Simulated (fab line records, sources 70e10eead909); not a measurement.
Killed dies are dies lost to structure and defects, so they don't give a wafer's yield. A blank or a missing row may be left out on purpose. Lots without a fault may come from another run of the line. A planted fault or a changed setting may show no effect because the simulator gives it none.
Problem report in the 8D (eight disciplines) form, filled by code | flow nand_harc | the parts of the form that need people (team, actions taken, sign-off) are left out

1. THE PROBLEM
killed_at_other at NHARC_END_SORT_01 reads a mean of 657.0 on 3 wafers of 1 lot; wafers without a fault read 0.5 with a standard deviation of 0.82. That is +99 or more standard deviations from the usual mean.
First seen on wafer L779.1, day 23 08:32, on prober-01. The record holds 9 wafers of 3 lots with a number at this step. Rule for "out", or "out of limits": more than 4 standard deviations from the usual mean. The other wafers with a number count as sound.

2. WHAT IT IS AND WHAT IT IS NOT
question                    | is                                                                                                                  | is not
which readings at this step | killed_at_other, defect_limited_yield, killed_dies, sort_bin_2_pct, sort_n_pass, sort_rim_yield_pct, sort_yield_pct | killed_at_array, killed_at_periphery, killed_open, killed_short, sort_bin_3_pct, sort_bin_4_pct, sort_bin_6_pct
which lots                  | L779                                                                                                                | L769, L774
which wafers of those lots  | all that have a number                                                                                              | -
read on which gauges        | prober-01                                                                                                           | prober-02
when                        | from day 23 08:32                                                                                                   | up to then (6 sound wafers)

3. SUSPECTS, AND WHAT RULES EACH OUT
Counting: a tool at a process step up to the reading stays a suspect if it ran every lot that is out and no sound lot after the first of them.
- the gauge at NHARC_END_SORT_01: kept. All the wafers that are out were read on prober-01, and no step on other tools shows them out.
- cmp-01 at NHARC_A_BONDPAD_CMP_19 (polishes, t overpolish 30 s, cu recess touch 16 s, target thk 169.8 nm): kept. It ran the lot that is out, L779 (day 22 01:17), and no sound lot after that; its last sound lot up to then is L774 (day 19 19:37).
- grinder-01 at NHARC_THIN_TSV_GRIND_00: kept. It ran the lot that is out, L779 (day 22 15:02), and no sound lot after that; its last sound lot up to then is L774 (day 20 06:09).
- cmp-04 at NHARC_THIN_TSV_CMP_01 (polishes): kept. It ran the lot that is out, L779 (day 22 16:16), and no sound lot after that; its last sound lot up to then is L769 (day 19 09:03).
Left after counting: cmp-01 at NHARC_A_BONDPAD_CMP_19, grinder-01 at NHARC_THIN_TSV_GRIND_00, cmp-04 at NHARC_THIN_TSV_CMP_01, prober-01 at NHARC_END_SORT_01.

4. THE CAUSE (what the simulator had put in)
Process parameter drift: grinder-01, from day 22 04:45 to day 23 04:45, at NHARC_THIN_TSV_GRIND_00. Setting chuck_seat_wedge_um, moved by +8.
Counting left 4 suspects, and this tool is among them.

5. THE CHAIN OF EFFECTS, in route order
Each row: a reading whose mean over the struck wafers that have a number lies more than 3 standard deviations from the usual. Only readings for which the record gives a usual standard deviation are gone through. hours: the time from each lot's start at the first step in this table that gives one to its start at this step, as a median over the lots. sigmas: the change in usual standard deviations.
hours | step              | reading              | usual  | on struck wafers | change | sigmas
0     | NHARC_END_SORT_01 | defect_limited_yield | 95.0 % | 0.0              | -95.0  | -59
0     | NHARC_END_SORT_01 | killed_at_other      | 0.5    | 657.0            | +656.5 | +99 or more
0     | NHARC_END_SORT_01 | killed_dies          | 34     | 677              | +643   | +58
0     | NHARC_END_SORT_01 | sort_bin_2_pct       | 1.5 %  | 97.8             | +96.3  | +99 or more
0     | NHARC_END_SORT_01 | sort_n_pass          | 643    | 0                | -643   | -58
0     | NHARC_END_SORT_01 | sort_rim_yield_pct   | 94.6 % | 0.0              | -94.6  | -33
0     | NHARC_END_SORT_01 | sort_yield_pct       | 95.0 % | 0.0              | -95.0  | -59

6. WHAT WOULD HAVE CAUGHT IT SOONER
In this record the first reading out of limits at a measuring or inspecting step was taken at day 23 08:32, 28 hours after the fault began at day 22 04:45.
Of the tool readings at NHARC_THIN_TSV_GRIND_00 for which the record gives a usual standard deviation, none was out on any struck wafer, so an alarm limit of 4 standard deviations on them would not have fired.
All the lots that are out (1) had begun NHARC_THIN_TSV_GRIND_00 on grinder-01 by day 23 08:32. A hold on the tool at that time would have spared none of them.
